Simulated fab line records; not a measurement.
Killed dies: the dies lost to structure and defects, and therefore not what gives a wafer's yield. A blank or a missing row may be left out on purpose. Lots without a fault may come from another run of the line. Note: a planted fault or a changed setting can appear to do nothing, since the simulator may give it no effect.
Matching of chambers || flow n5-finfet || 4 sister chambers for N5_SD_EPI_P_ETCH_16 on rie-diel-06
The step etches SiO2 in CHF3/O2, target depth 5 nm. 4 wafers are shown with their chamber, then 7 later ones without.

WAFERS, EACH WITH ITS CHAMBER
{"wafer": "L082.2", "chamber": 3, "drypump-motor-current-A (A)": 5.9}
{"wafer": "L089.6", "chamber": 2, "drypump-motor-current-A (A)": 5.4}
{"wafer": "L090.4", "chamber": 0, "drypump-motor-current-A (A)": 5.7}
{"wafer": "L090.5", "chamber": 1, "drypump-motor-current-A (A)": 4.7}

WAFERS WITH NO CHAMBER GIVEN
{"wafer": "L090.6", "drypump-motor-current-A (A)": 5.6}
{"wafer": "L096.2", "drypump-motor-current-A (A)": 5.9}
{"wafer": "L096.4", "drypump-motor-current-A (A)": 4.7}
{"wafer": "L096.6", "drypump-motor-current-A (A)": 5.7}
{"wafer": "L097.2", "drypump-motor-current-A (A)": 5.4}
{"wafer": "L097.3", "drypump-motor-current-A (A)": 5.9}
{"wafer": "L097.4", "drypump-motor-current-A (A)": 4.7}

WHICH CHAMBER EACH WENT THROUGH
{"wafer": "L090.6", "from the rows above": 0, "in truth": 0}
{"wafer": "L096.2", "from the rows above": 3, "in truth": 3}
{"wafer": "L096.4", "from the rows above": 1, "in truth": 1}
{"wafer": "L096.6", "from the rows above": 0, "in truth": 0}
{"wafer": "L097.2", "from the rows above": 2, "in truth": 2}
{"wafer": "L097.3", "from the rows above": 3, "in truth": 3}
{"wafer": "L097.4", "from the rows above": 1, "in truth": 1}
Correctly placed: 7 of 7. Can't be placed from these rows: 0. Placed wrongly: 0.
How it was worked out, from the rows above alone: a wafer's distance from a chamber is the root of the sum, over the readings, of the square of ((its reading less the chamber's mean) divided by the reading's scatter). If the next closest chamber is less than 2 further off than the closest, the wafer can't be placed; otherwise it belongs to the closest. A chamber's mean is the mean of its shown wafers. The scatter: root of mean squared gap, hidden wafer to nearest shown wafer, with one shown wafer a chamber.
